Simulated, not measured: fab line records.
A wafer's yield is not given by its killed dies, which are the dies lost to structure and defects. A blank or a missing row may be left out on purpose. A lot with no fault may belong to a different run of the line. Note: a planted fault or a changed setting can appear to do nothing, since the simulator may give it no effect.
What tool caused it? ; flow nand harc ; 11 lots with 33 wafers sampled at 5 steps, on a route of 1302 steps

## WHAT THE GAUGES SHOWED, per wafer
NHARC_A_BONDPAD_CD_MEAS_13.
lot;measured;on;cd nm (nm)
L075;day 23 12:14;cd sem-01;502.6 500.9 502.0
L077;day 24 07:48;cd sem-03;502.4 500.1 498.3
L080;day 25 12:20;cd sem-02;502.1 500.4 501.5
L081;day 26 09:04;cd sem-01;501.3 497.2 499.4
L084;day 27 00:24;cd sem-01;498.3 497.1 501.9
L087;day 28 08:12;cd sem-01;503.5 503.5 500.7
L089;day 28 23:01;cd sem-03;500.9 497.9 496.0
L090;day 30 04:47;cd sem-03;495.9 496.5 497.0
L092;day 31 00:53;cd sem-01;499.7 500.4 503.3
L095;day 31 16:08;cd sem-03;497.4 498.7 498.6
L097;day 32 19:36;cd sem-01;494.7 501.7 495.6

## WHICH TOOL RAN EACH LOT (tool, then ch and the chambers of the sampled wafers, then the start)
lot;NHARC_A_BLC_ETCH_16;NHARC_A_BLC_CMP_25;NHARC_A_BONDPAD_DEP_00;NHARC_A_BONDPAD_ETCH_34
L075;rie diel-04 ch 1,2,3, day 22 23:19;cmp-01 ch 0,1,2, day 23 01:49;pecvd-02 ch 1,2, day 23 10:36;rie diel-10 ch 0,1,3, day 23 11:59
L077;rie diel-04 ch 2,3, day 23 18:29;cmp-01 ch 0,1,2, day 23 21:01;pecvd-02 ch 0,1, day 24 06:10;rie diel-10 ch 0,1, day 24 07:34
L080;rie diel-07 ch 1,2,3, day 24 23:23;cmp-02 ch 0,2,3, day 25 01:50;pecvd-02 ch 0,1,2, day 25 10:35;rie diel-10 ch 0,1,2, day 25 12:07
L081;rie diel-02 ch 0,2,3, day 25 19:58;cmp-04 ch 0,3, day 25 22:26;pecvd-02 ch 0,1, day 26 07:14;rie diel-10 ch 1,2, day 26 08:48
L084;rie diel-07 ch 0,1, day 26 10:46;cmp-01 ch 2,3, day 26 13:25;pecvd-02 ch 0,1,2, day 26 22:19;rie diel-01 ch 0,1,2, day 27 00:11
L087;rie diel-04 ch 0,1,3, day 27 18:46;cmp-04 ch 2,3, day 27 21:25;pecvd-02 ch 1,2, day 28 06:37;rie diel-10 ch 0,1,3, day 28 07:58
L089;rie diel-04 ch 0,3, day 28 09:58;cmp-04 ch 0,1,3, day 28 12:28;pecvd-02 ch 0,1,2, day 28 21:17;rie diel-01 ch 1,2, day 28 22:46
L090;rie diel-07 ch 1,2,3, day 29 15:11;cmp-01 ch 0,1,2, day 29 17:53;pecvd-01 ch 0,1,2, day 30 03:10;rie diel-10 ch 1,2,3, day 30 04:34
L092;rie diel-02 ch 0,1,2, day 30 11:11;cmp-04 ch 0,1,2, day 30 14:05;pecvd-03 ch 0,1,2, day 31 00:40 or earlier;rie diel-03 ch 1,3, day 31 00:40
L095;rie diel-07 ch 1,2,3, day 31 02:57;cmp-04 ch 0,1, day 31 05:25;pecvd-02 ch 0,1,2, day 31 14:32;rie diel-10 ch 1,2,3, day 31 15:55
L097;rie diel-04 ch 0,2,3, day 32 06:27;cmp-04 ch 0,1,3, day 32 08:56;pecvd-02 ch 0,1,2, day 32 17:50;rie diel-01 ch 1,2, day 32 19:20
- NHARC_A_BLC_ETCH_16: etches the open film in CF4, target depth 39 nm, time 65 s.
- NHARC_A_BLC_CMP_25: polishes, t overpolish 30 s, target thk 150 nm.
- NHARC_A_BONDPAD_DEP_00: deposits SiCN, target thk 250 nm.
- NHARC_A_BONDPAD_ETCH_34: etches the open film in N2/H2, target depth 60 nm, overetch 18 nm, time 65.91 s.

## THE ANSWER, worked out from the rows above alone
Rule: what is usual is taken from the lots themselves. Put in order of their means at a reading, lots are off if they are a third of the lots or fewer, leave a main group of 4 or more, and stand apart from it by a gap of 3 or more times the standard deviation of the main group's means; of several such gaps the widest counts. The tables above print the reading to a certain number of digits; a main group whose means all agree to those digits is not used. Also off: a lot with no number at a reading for which 4 or more lots have one. Where the step has rows for the other lots, those lots are counted as sound.
Across all readings shown, no lot is off: no conclusion can be drawn from this.

## WHAT WAS PUT IN BY THE SIMULATOR
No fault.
